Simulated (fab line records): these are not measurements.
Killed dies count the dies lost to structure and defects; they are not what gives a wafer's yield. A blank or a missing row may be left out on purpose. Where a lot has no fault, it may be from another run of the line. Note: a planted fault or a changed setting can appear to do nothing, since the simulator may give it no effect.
fab line records	flow n5_finfet
record: lots: 3	wafers: 9	last_day: 17
route steps=1938 shown BEOL_M3@931 PASSIVATION@1936
lots that met no fault: taken from a fault-free run of the same line
start_h: start of the lot's first displayed wafer, in hours after the record's first day	wait_h: hours elapsed since this lot's preceding step	" identical to the entry in the row above	L1.1+2: one row covering several wafers at once	- no value, or no start given	* or withheld: withheld	< > ~ a bound
route shown NAME@n: NAME is a module with steps in the file, n the number in the route of the first one	usual: mean/standard deviation of fault-free wafers	same: alike in all rows	chamber/n: place in a boat	sites: each site's reading	_std_site: their standard deviation	_edge_site: mean of outer sites minus mean of inner sites	radius_mm: how far each site lies from the wafer's centre	mask NAME#n: copy n	behind: the most recent tool/chamber to have shaped the wafer	hold: cause of the lot's hold/its duration in hours/its outcome	device: names the non-switching transistor (n, p or np)	end of line: at the end of the route, the tests of the same wafers	step lacking rows: just its recipe	killed: count of dies lost to structure and defects at first sort (not the wafer's yield)	map: shows each die of a wafer: x if killed, . if not, _ if none is there
set.NAME: the setting that was run; set.NAME@STEP: the one run at that earlier step	model.NAME: the simulator's own value behind a step, which no gauge read
lots at selected steps of the route; one table per step, one row per wafer
services: a tool's chamber out of use, with start hour (start_h, from the record's first day; less than 0 if before it), hours out, and reason
== steps ==
step: N5_BEOL_M3_ILD_DEP_00
recipe: material: SiOC	target_thk_a: 790	temp_c: 350	precursor: DEMS/O2	pressure_torr: 5	rf_w: 500	time_s: 15.3
step: N5_BEOL_M3_PECVD_72
recipe: material: SiO2	target_thk_a: 160	temp_c: 400	precursor: TEOS/O2	pressure_torr: 5.5	rf_w: 450	teos_flow_sccm: 53.8	gas: O2	flow_sccm: 3000	time_s: 18
step: N5_BEOL_M3_HM_DEP_02
recipe: material: TiN	target_thk_a: 200	temp_c: 25	chamber_pressure_pa: 0.49996
step: N5_BEOL_M3_COAT_61
recipe: resist: SOC	temp_c: 250	time_s: 60	spin_rpm: 1500	resist_thk_nm: 60
step: N5_BEOL_M3_COAT_62
recipe: resist: SiARC	temp_c: 220	time_s: 60	spin_rpm: 1500	resist_thk_nm: 12
step: N5_BEOL_M3_COAT_73
recipe: resist: underlayer	temp_c: 205	time_s: 60	spin_rpm: 1500	resist_thk_nm: 5
step: N5_BEOL_M3_COAT_05
recipe: resist: CAR-EUV	spin_rpm: 1500	resist_thk_nm: 30
step: N5_BEOL_M3_EBR_07
recipe: solvent: PGMEA	ebr_width_mm: 1.5
step: N5_BEOL_M3_SOFTBAKE_06
recipe: temp_c: 110	time_s: 60	resist: CAR-EUV
step: N5_BEOL_M3_EXPOSE_08
recipe: mask_id: M3	na: 0.33	source_shape: dipole	sigma_inner: 0.369	sigma_outer: 0.767	polarization: unpolarized	dose_mj: 33
same: dipole_opening_deg: 79.7
lot.wafer	tool	chamber	start_h	wait_h	mask
L214.3+4+5	euv_scanner-01	0	180.79	-	M3#0
L216.1+2+6	euv_scanner-02	0	192.98	-	M3#0
L230.1+4+6	euv_scanner-02	0	277.30	-	M3#0
step: N5_BEOL_M3_PEB_09
recipe: peb_temp_c: 100	peb_time_s: 60	resist: CAR-EUV
step: N5_BEOL_M3_DEVELOP_10
recipe: develop_time_s: 30	developer: TMAH	resist: CAR-EUV	rinse_liquid: surfactant_rinse	dry: air_spin	dev_temp_c: 23
step: N5_BEOL_M3_DESCUM_16
recipe: chemistry: O2	time_s: 7	source_power_w: 50	bias_power_w: 20	pressure_mtorr: 20	rf_frequency_hz: 2.712e+07	temp_c: 40	resist: CAR-EUV	o2_flow_sccm: 225
step: N5_BEOL_M3_ETCH_74
recipe: chemistry: N2/H2	target: underlayer	target_depth_a: 65	mask_material: CAR-EUV	time_s: 5.2	ion_energy_ev: 200	pressure_mtorr: 30	source_w: 840	bias_w: 150	n2_flow_sccm: 200	h2_flow_sccm: 200	ends: cleared
step: N5_BEOL_M3_ETCH_63
recipe: chemistry: CF4	target: SiARC	target_depth_a: 156	mask_material: CAR-EUV	time_s: 26	ion_energy_ev: 80	pressure_mtorr: 40	source_w: 545	bias_w: 36	Ar_flow_sccm: 100	cf4_flow_sccm: 100	ends: cleared
step: N5_BEOL_M3_ETCH_64
recipe: chemistry: N2/H2	target: SOC	target_depth_a: 750	overetch_a: 150	mask_material: SiARC	temp_c: 40	time_s: 112.5	ion_energy_ev: 200	pressure_mtorr: 30	source_w: 840	bias_w: 150	n2_flow_sccm: 200	h2_flow_sccm: 200
step: N5_BEOL_M3_STRIP_65
recipe: chemistry: N2/H2	temp_c: 40	n2_flow_sccm: 200	h2_flow_sccm: 200	rf_frequency_hz: 6e+07
step: N5_BEOL_M3_STRIP_75
recipe: chemistry: N2/H2	temp_c: 40	n2_flow_sccm: 200	h2_flow_sccm: 200	rf_frequency_hz: 6e+07
step: N5_BEOL_M3_STRIP_66
recipe: chemistry: CF4	resist: SiARC	power_w: 300	bias_power_w: 75	pressure_mtorr: 50	cf4_flow_sccm: 150	rf_frequency_hz: 6e+07
step: N5_BEOL_M3_HM_OPEN_17
recipe: chemistry: Cl2/BCl3	target_depth_a: 200	overetch_a: 60	target: TiN	mask_material: SOC	ion_energy_ev: 150	pressure_mtorr: 10	icp_w: 1000	bias_w: 126	Cl2_flow_sccm: 53.25	bcl3_flow_sccm: 21.75	Ar_flow_sccm: 25
step: N5_BEOL_M3_STRIP_19
recipe: chemistry: O2	power_w: 400	temp_c: 40	pressure_mtorr: 30	rf_frequency_hz: 6e+07	bias_power_w: 0	overash_fraction: 0.2	o2_flow_sccm: 225
step: N5_BEOL_M3_COAT_67
recipe: resist: SOC	temp_c: 250	time_s: 60	spin_rpm: 1500	resist_thk_nm: 60
step: N5_BEOL_M3_COAT_68
recipe: resist: SiARC	temp_c: 220	time_s: 60	spin_rpm: 1500	resist_thk_nm: 12
step: N5_BEOL_M3_COAT_76
recipe: resist: underlayer	temp_c: 205	time_s: 60	spin_rpm: 1500	resist_thk_nm: 5
step: N5_BEOL_M3_COAT_22
recipe: resist: CAR-EUV	spin_rpm: 1500	resist_thk_nm: 30
step: N5_BEOL_M3_EBR_24
recipe: solvent: PGMEA	ebr_width_mm: 1.5
step: N5_BEOL_M3_SOFTBAKE_23
recipe: temp_c: 110	time_s: 60	resist: CAR-EUV
step: N5_BEOL_M3_EXPOSE_25
recipe: mask_id: V2	na: 0.33	source_shape: quasar	sigma_inner: 0.2	sigma_outer: 0.8	polarization: unpolarized	defocus_nm: 5	dose_mj: 63
step: N5_BEOL_M3_PEB_26
recipe: peb_temp_c: 100	peb_time_s: 60	resist: CAR-EUV
step: N5_BEOL_M3_DEVELOP_27
recipe: develop_time_s: 30	developer: TMAH	resist: CAR-EUV	rinse_liquid: surfactant_rinse	dry: air_spin	dev_temp_c: 23
step: N5_BEOL_M3_DESCUM_33
recipe: chemistry: O2	time_s: 7	source_power_w: 50	bias_power_w: 20	pressure_mtorr: 20	rf_frequency_hz: 2.712e+07	temp_c: 40	resist: CAR-EUV	o2_flow_sccm: 225
step: N5_BEOL_M3_ETCH_77
recipe: chemistry: N2/H2	target: underlayer	target_depth_a: 65	mask_material: CAR-EUV	time_s: 5.2	ion_energy_ev: 200	pressure_mtorr: 30	source_w: 840	bias_w: 150	n2_flow_sccm: 200	h2_flow_sccm: 200	ends: cleared
step: N5_PASSIVATION_PROBE_49
usual: defect_limited_yield: 91.1/1.4	killed_at_M0_to_M3: 32/9.3	killed_at_M4_up: 13/5.8	killed_at_contacts: 12/6.3	killed_at_front_end: 44/12	killed_at_other: 3.6/2.7	killed_dies: 104/17	killed_open: 69/13	killed_short: 34/6.9	sort_bin_5_function: 5.2/0.98	sort_bin_6_memory: 3.3/0.59	sort_n_pass: 1075/17	sort_yield_pct: 91.1/1.4
same: gross_dies: 1180	killed_at_back_side: 0	sort_bin_4_leakage[%]: 0	sort_bin_8_speed[%]: 0
lot.wafer	tool	chamber	start_h	wait_h	defect_limited_yield[%]	killed_at_M0_to_M3	killed_at_M4_up	killed_at_contacts	killed_at_front_end	killed_at_other	killed_dies	killed_open	killed_short	sort_bin_5_function[%]	sort_bin_6_memory[%]	sort_n_pass	sort_yield_pct[%]
L214.3	prober-01	-	308.06	0.1	90.8	29	5	13	61	0	108	65	42	6.4	2.5	1072	90.8
L214.4	prober-01	-	308.11	0.2	91.6	24	6	3	65	1	99	62	36	4.7	3.4	1081	91.6
L214.5	prober-01	-	308.16	0.2	89.9	25	6	11	73	4	119	82	31	6.1	3.3	1061	89.9
L216.1	prober-01	-	332.66	0.0	92.3	31	3	7	44	6	91	59	31	4.9	2.5	1089	92.3
L216.2	prober-01	-	332.71	0.1	90.8	40	13	14	34	8	109	78	29	5.3	3.7	1071	90.8
L216.6	prober-01	-	332.91	0.3	93.4	29	9	6	24	10	78	53	23	3.7	2.7	1102	93.4
L230.1	prober-02	-	408.54	0.0	88.8	68	5	10	47	2	132	62	29	6.9	3.6	1048	88.8
L230.4	prober-02	-	408.69	0.2	91.4	46	12	8	33	3	102	74	26	5.2	3.3	1078	91.4
L230.6	prober-02	-	408.79	0.3	90.8	41	8	8	47	4	108	61	37	5.4	3.1	1072	90.8
killed by level:class
L214.3 STI_FIN_REVEAL:geometric_particle:open=17 MOL_CONTACT_COAG:geometric_particle:open=9 FIN_SAQP:geometric_particle:open=8 STI_FIN_REVEAL:geometric_particle:short=8 BEOL_M0_SAQP:geometric_particle:short=8 FIN_SAQP:geometric_particle:short=6 GATE_CUT:geometric_particle:short=6 BEOL_M3:geometric_particle:open=5
L214.4 STI_FIN_REVEAL:geometric_particle:open=22 GATE_CUT:geometric_particle:open=7 GATE_CUT:geometric_particle:short=7 BEOL_M0_SAQP:geometric_particle:open=7 FIN_SAQP:geometric_particle:short=6 SPACER0:geometric_particle:open=6 SPACER0:geometric_particle:short=5 BEOL_M0_SAQP:geometric_particle:short=5
L214.5 STI_FIN_REVEAL:geometric_particle:open=27 FIN_SAQP:geometric_particle:open=12 MOL_CONTACT_COAG:geometric_particle:open=10 FIN_SAQP:geometric_particle:short=7 BEOL_M0_SAQP:geometric_particle:open=7 BEOL_M0_SAQP:geometric_particle:short=6 BEOL_M2:geometric_particle:open=6 HKMG_FIN:area_etch=6
L216.1 BEOL_M3:geometric_particle:open=8 STI_FIN_REVEAL:geometric_particle:open=7 GATE_CUT:geometric_particle:short=7 BEOL_M0_SAQP:geometric_particle:open=7 FIN_SAQP:geometric_particle:open=6 BEOL_M2:geometric_particle:open=6 FIN_SAQP:geometric_particle:short=5 MOL_CONTACT_COAG:geometric_particle:open=5
L216.2 BEOL_M3:geometric_particle:open=13 MOL_CONTACT_COAG:geometric_particle:open=11 FIN_SAQP:geometric_particle:short=10 BEOL_M1:geometric_particle:open=9 FIN_SAQP:geometric_particle:open=7 BEOL_M7:geometric_particle:open=7 BEOL_M2:geometric_particle:open=5 STI_FIN_REVEAL:geometric_particle:open=4
L216.6 BEOL_M3:geometric_particle:open=8 MOL_CONTACT_COAG:geometric_particle:open=6 BEOL_M1:geometric_particle:open=6 GATE_CUT:geometric_particle:short=4 BEOL_M0_SAQP:geometric_particle:open=4 FIN_SAQP:geometric_particle:open=3 MIM_TOP_ETCH:geometric_particle:short=3 BEOL_M0_SAQP:geometric_particle:short=3
L230.1 BEOL_M3:area_expose=37 STI_FIN_REVEAL:geometric_particle:open=13 FIN_SAQP:geometric_particle:open=12 BEOL_M0_SAQP:geometric_particle:short=9 FIN_SAQP:geometric_particle:short=8 BEOL_M0_SAQP:geometric_particle:open=8 BEOL_M2:geometric_particle:open=8 MOL_CONTACT_COAG:geometric_particle:open=7
L230.4 BEOL_M2:geometric_particle:open=14 BEOL_M0_SAQP:geometric_particle:open=12 FIN_SAQP:geometric_particle:short=9 BEOL_M4:geometric_particle:open=9 FIN_SAQP:geometric_particle:open=8 MOL_CONTACT_COAG:geometric_particle:open=8 BEOL_M0_SAQP:geometric_particle:short=8 STI_FIN_REVEAL:geometric_particle:open=4
L230.6 FIN_SAQP:geometric_particle:open=11 BEOL_M0_SAQP:geometric_particle:short=10 BEOL_M0_SAQP:geometric_particle:open=8 STI_FIN_REVEAL:geometric_particle:open=7 BEOL_M2:geometric_particle:open=7 BEOL_M1:geometric_particle:open=6 FIN_SAQP:geometric_particle:short=5 HKMG_FIN:area_etch=5
map L230.1 (x killed, . not)
_________________....x.......________________
______________..x..............._____________
___________..x...........x.........__________
__________.......xxx................_________
________.........x.................x.x_______
_______....x..x......................x.______
______x.x.x....x.......x................_____
_____.............x.........x.......x....____
____.x..xx...................xx.x.........___
___........................................__
___...x....x.....x.........xx..x...........__
__....x...x.............xx..........x......x_
__...............xxx...............x........_
_..x....x....x......x...x......x.........x...
_.x......x........x.......x.........x........
_..........x.....x.............xx......x.....
_........x.x....x............x.....x.........
_..x..........x..x.....x...x..........x....x.
_............x......x............x..........x
_.....xx..................................x..
_x..xxx...........x..x.......x..........x....
__......x..x.......x...xx...x..............._
__.............x..............x...x.xx......_
___......................................x.__
___........x.x...............x.......x.....__
____...................x.......xx......x..___
_____.......x...x...x.....x.....x......x.____
______............................x....._____
_______...x...x............x.x...x.....______
________.......x.x.x.................._______
__________.........x.x...........x.._________
___________......x.......x.....x...__________
______________..xx.x............_____________
_________________...x........________________
map L216.2 (x killed, . not)
_________________........xx..________________
______________...............x.._____________
___________.x.....................x__________
__________x............x..........x._________
________.......xx............x........_______
_______...x...x...x..........x.x...x...______
______.....x.............x............x._____
_____...x...........x.x........x.........____
____............................x.........___
___........xx.............x.........x.x....__
___x..x....x.......x...............x.x.....__
__..............x..................x...x..x._
__.x..x.......x...x........................x_
_.x...xx...........x...................x.....
_.....x.................x...............x..x.
_.....x........x..................x.....x....
_.....................x......................
_.........x....x.....xx.........x.....x......
_....x....................................x..
_............................................
_..x.............x.................x.......x.
__............x............................._
__..x...xx.................x..x............x_
___x.........x............................x__
___............xx........x....x...........x__
____.................x........x...........___
_____x............................xxx.x..____
______.................................._____
_______.................x..............______
________......x......x................_______
__________x.x..xx....x.......x...x.x_________
___________..........x.......x.....__________
______________...x.............._____________
_________________...x....x...________________
== services ==
tool	chamber	start_h	hours	kind
euv_scanner-02	-	165.35	12.0	pm
euv_scanner-02	-	201.25	1.0	pm
euv_scanner-01	0	209.02	-	calibration
euv_scanner-01	-	210.89	1.0	pm
euv_scanner-02	-	246.82	2.4	repair
euv_scanner-02	-	257.40	1.0	pm
euv_scanner-01	-	267.04	1.0	pm
euv_scanner-02	-	269.65	1.1	repair
euv_scanner-02	0	273.19	-	calibration
== key ==
first_sign: step: N5_PASSIVATION_PROBE_49	reading: killed_at_M0_to_M3	direction: up	sigmas: 3.9	usual: 32	struck: 68
more_kills_born_at: N5_BEOL_M3_EXPOSE_08@euv_scanner-02: 37
met_at N5_BEOL_M3_EXPOSE_08
struck_wafers L230.1
onset_between 192.98 277.30
fault: kind: process_parameter_drift	tool: euv_scanner-02	chamber: -	onset_h: 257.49	steps: N5_BEOL_M3_EXPOSE_08	channel: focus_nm	offset: 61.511	shape: step	end_h: 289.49	scope: struck_wafers_only
